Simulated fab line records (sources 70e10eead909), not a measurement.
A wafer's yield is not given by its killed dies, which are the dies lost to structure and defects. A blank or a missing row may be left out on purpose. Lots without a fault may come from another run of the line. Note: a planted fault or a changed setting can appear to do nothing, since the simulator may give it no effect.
The tool behind it: which one?    flow nand_harc    10 lots, 30 wafers sampled, at 5 steps of a route of 1159

== WHAT THE GAUGES READ, wafer by wafer ==
NHARC_END_SORT_01.
lot   measured      on         killed_at_periphery
L225  day 19 12:35  prober-02  5 4 6
L226  day 19 23:23  prober-02  1 2 3
L228  day 20 06:20  prober-02  2 0 5
L230  day 20 15:22  prober-02  2 4 6
L229  day 20 15:22  prober-01  1 4 1
L231  day 21 01:21  prober-01  7 5 3
L235  day 21 11:22  prober-02  1 2 0
L241  day 23 14:46  prober-01  3 1 641
L244  day 24 12:14  prober-01  3 2 4
L246  day 24 12:17  prober-02  5 5 5

== TOOL THAT RAN EACH LOT (tool first, then ch and the chambers of the sampled wafers, then the start) ==
lot   NHARC_P_BONDPAD_DESCUM_11           NHARC_P_BONDPAD_ETCH_37             NHARC_P_BONDPAD_ETCH_12             NHARC_P_BONDPAD_STRIP_15
L225  rie_diel-07 ch 0,2,3, day 6 09:17   rie_diel-07 ch 0,1,3, day 6 09:23   rie_diel-07 ch 1,3, day 6 09:28     rie_diel-06 ch 2,3, day 6 09:40
L226  rie_diel-08 ch 0,2, day 7 01:24     rie_diel-08 ch 1,2,3, day 7 01:29   rie_diel-08 ch 1,2,3, day 7 01:34   rie_diel-06 ch 0,1, day 7 01:48
L228  rie_diel-08 ch 0,1,2, day 7 02:46   rie_diel-08 ch 0,2,3, day 7 02:50   rie_diel-08 ch 0,1,2, day 7 02:56   rie_diel-08 ch 1,2,3, day 7 03:09
L230  rie_diel-08 ch 1,2,3, day 7 14:20   rie_diel-08 ch 0,3, day 7 14:29     rie_diel-08 ch 0,2,3, day 7 14:35   rie_diel-08 ch 0,3, day 7 14:47
L229  rie_diel-08 ch 0,1,2, day 7 14:27   rie_diel-08 ch 0,1, day 7 14:31     rie_diel-08 ch 0,1, day 7 14:38     rie_diel-08 ch 0,1,3, day 7 14:55
L231  rie_diel-08 ch 1,3, day 8 04:22     rie_diel-08 ch 1,3, day 8 04:27     rie_diel-08 ch 0,1, day 8 04:32     rie_diel-08 ch 1,3, day 8 04:45
L235  rie_diel-08 ch 1,2, day 9 02:44     rie_diel-08 ch 1,2,3, day 9 02:50   rie_diel-08 ch 0,3, day 9 02:55     rie_diel-06 ch 0,1,3, day 9 03:08
L241  rie_diel-08 ch 0,2,3, day 10 14:30  rie_diel-08 ch 0,1,2, day 10 14:35  rie_diel-08 ch 0,1,2, day 10 14:41  rie_diel-08 ch 0,2,3, day 10 14:53
L244  rie_diel-07 ch 1,2,3, day 11 11:11  rie_diel-07 ch 1,2,3, day 11 11:16  rie_diel-07 ch 1,3, day 11 11:22    rie_diel-08 ch 0,1,2, day 11 11:35
L246  rie_diel-07 ch 0,1,3, day 11 17:23  rie_diel-07 ch 1,2, day 11 17:41    rie_diel-07 ch 0,2,3, day 11 17:49  rie_diel-08 ch 0,1,2, day 11 18:03
- NHARC_P_BONDPAD_DESCUM_11: chemistry O2, time 3 s.
- NHARC_P_BONDPAD_ETCH_37: etches the open film in N2/H2, target depth 60 nm, overetch 18 nm, time 65.91 s.
- NHARC_P_BONDPAD_ETCH_12: etches the open film in CHF3/O2, target depth 200 nm, time 100 s.
- NHARC_P_BONDPAD_STRIP_15: strips in O2.

== THE ANSWER, worked out from the rows above alone ==
Rule: the usual values come from the lots themselves. Put in order of their means at a reading, lots are off if they are a third of the lots or fewer, leave a main group of 4 or more, and stand apart from it by a gap of 3 or more times the standard deviation of the main group's means; of several such gaps the widest counts. If all means in a main group match to the digits the tables above print for the reading, that group is not used. A lot without any number at a reading at which 4 lots or more have one is off too. Where the step has rows for the other lots, those lots are counted as sound.
Off: L241, at NHARC_END_SORT_01 (killed_at_periphery). The main group: mean 3.3, standard deviation 1.4.
If a tool, at a process step before that reading, ran all the lots that are off and no sound lot after the first of them, it fits. The gauges at NHARC_END_SORT_01 are tried like those tools. One fits: rie_diel-08 at NHARC_P_BONDPAD_DESCUM_11 and NHARC_P_BONDPAD_ETCH_37 and NHARC_P_BONDPAD_ETCH_12. At NHARC_P_BONDPAD_DESCUM_11 its last sound lot is L235 (day 9 02:44), its first lot that is off L241 (day 10 14:30): a fault that began between those two fits.

== WHAT THE SIMULATOR HAD PUT IN ==
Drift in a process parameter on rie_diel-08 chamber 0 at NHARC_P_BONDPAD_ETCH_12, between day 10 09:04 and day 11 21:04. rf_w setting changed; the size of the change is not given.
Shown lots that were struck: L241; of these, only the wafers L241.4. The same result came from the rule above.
